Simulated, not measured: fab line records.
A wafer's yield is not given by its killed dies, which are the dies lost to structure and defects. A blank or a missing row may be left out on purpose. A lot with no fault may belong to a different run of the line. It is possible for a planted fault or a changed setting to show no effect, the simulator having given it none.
Struck lot and sound lot, side by side / flow n5Finfet / 19 steps out of a route of 1938
Sound: wafers L924.1, L924.2, L924.4. Struck: wafers L930.4, L930.5, L930.6. Last of all comes the cause.
At each step with rows: each side's tool, then ch and its chambers, then its first start. Under that, the readings that differ: sound wafers / struck wafers / difference of the means / sigmas: that difference in standard deviations of wafers without a fault.
alike: a reading whose means differ by less than 2 such deviations, as well as words and numbers matching on both sides. not compared: withheld readings; readings where some wafer has no value; bounds like >300 that might hide an equal value; numbers whose values overlap and for which the record gives no deviation.
The two part at a step that has a row with sigmas, a row that says differs or no value, or rows on one side only. Numbers that have no deviation but don't overlap get no sigmas and don't part them. A reading missing from all wafers of one side parts the sides only when that side holds two or more wafers.

N5_BEOL_M12_CMP_49: polishes, stops on SiOC, t overpolish 20.6 s, target thk 320 nm.
  sound on cmp-03 ch 1,2,3, day 10 09:20; struck on cmp-01 ch 0,1,2, day 12 17:20
  alike: barrierFieldEndpointS, motorCurrentA, overpolishRunS, platenRpm
N5_BEOL_M12_THK_MEAS_50: measures by xrf.
  sound on filmMetro-01, day 10 09:38; struck on filmMetro-02, day 12 17:31
reading=M12_THK (nm); sound=308 316 313; struck=327 326 323; difference=+13; sigmas=+2
then, 1 step without rows for these wafers: N5_BEOL_M12_PRE_CLEAN_52 (time 15 s).
N5_BEOL_M12_DEP_53: deposits SiCN from 3MS/NH3, target thk 30 nm, time 10.5 s.
  sound on pecvd-03 ch 0,1, day 10 09:43; struck on pecvd-02 ch 0,1,2, day 12 17:35
  alike: showerheadPlenumPTorr, throttleValvePct
N5_BEOL_M12_RS_MEAS_54: measures by four-point-probe.
  sound on filmMetro-02, day 10 09:47; struck on filmMetro-02, day 12 17:38
  alike: M12_RS
N5_BEOL_M12_INSPECT_55: inspects for defects (darkfield).
  sound on defectInspect-02, day 10 09:49; struck on defectInspect-02, day 12 17:40
  alike: rawDefectCount
N5_BEOL_M13_ILD_DEP_00: deposits SiOC from DEMS/O2, target thk 837.92 nm, time 166.4 s.
  sound on pecvd-02 ch 0,1,2, day 10 09:51; struck on pecvd-01 ch 0,1,2, day 12 17:46
  alike: heaterPowerW, showerheadPlenumPTorr, throttleValvePct
N5_BEOL_M13_THK_MEAS_01:
  sound on filmMetro-01, day 10 10:00; struck on filmMetro-01, day 12 17:51
  alike: M13_ILD_THK
then, 4 steps without rows for these wafers: N5_BEOL_M13_COAT_58 (time 60 s, resist thk 89 nm); N5_BEOL_M13_COAT_04 (resist thk 400 nm); N5_BEOL_M13_EBR_06; N5_BEOL_M13_SOFTBAKE_05 (time 60 s).
N5_BEOL_M13_EXPOSE_07: exposes mask V12.
  sound on krfScanner-02 ch 0, day 10 10:08; struck on krfScanner-02 ch 0, day 12 18:07
reading=exposureDoseMJCm2; sound=24.768 24.787 24.799; struck=21.153 21.182 21.157; difference=-3.621; sigmas=-99 or more
  alike: mask, stageVelMmS
then, 3 steps without rows for these wafers: N5_BEOL_M13_PEB_08 (peb time 90 s); N5_BEOL_M13_DEVELOP_09 (develop time 45 s); N5_BEOL_M13_HARDBAKE_14 (time 120 s).
N5_BEOL_M13_CD_MEAS_10 targets a cd of 190 nm.
  sound on cdSem-02 ch 0, day 10 10:18; struck on cdSem-01 ch 0, day 12 18:17
reading=cdNm (nm); sound=191.3 189.1 190.0; struck=173.2 174.1 175.3; difference=-15.9; sigmas=-10
N5_BEOL_M13_OVL_MEAS_11:
  sound on overlay-01 ch 0, day 10 10:20; struck on overlay-01 ch 0, day 12 18:19
  alike: V12_OVL
N5_PASSIVATION_PROBE_49:
  rows exist in the record for the struck wafers here (prober-01, day 14 03:05), but not for the sound ones

WHERE THEY PART
Last at N5_PASSIVATION_PROBE_49 as far as this record goes, first at N5_BEOL_M12_THK_MEAS_50.

WHY: the cause the simulator had injected
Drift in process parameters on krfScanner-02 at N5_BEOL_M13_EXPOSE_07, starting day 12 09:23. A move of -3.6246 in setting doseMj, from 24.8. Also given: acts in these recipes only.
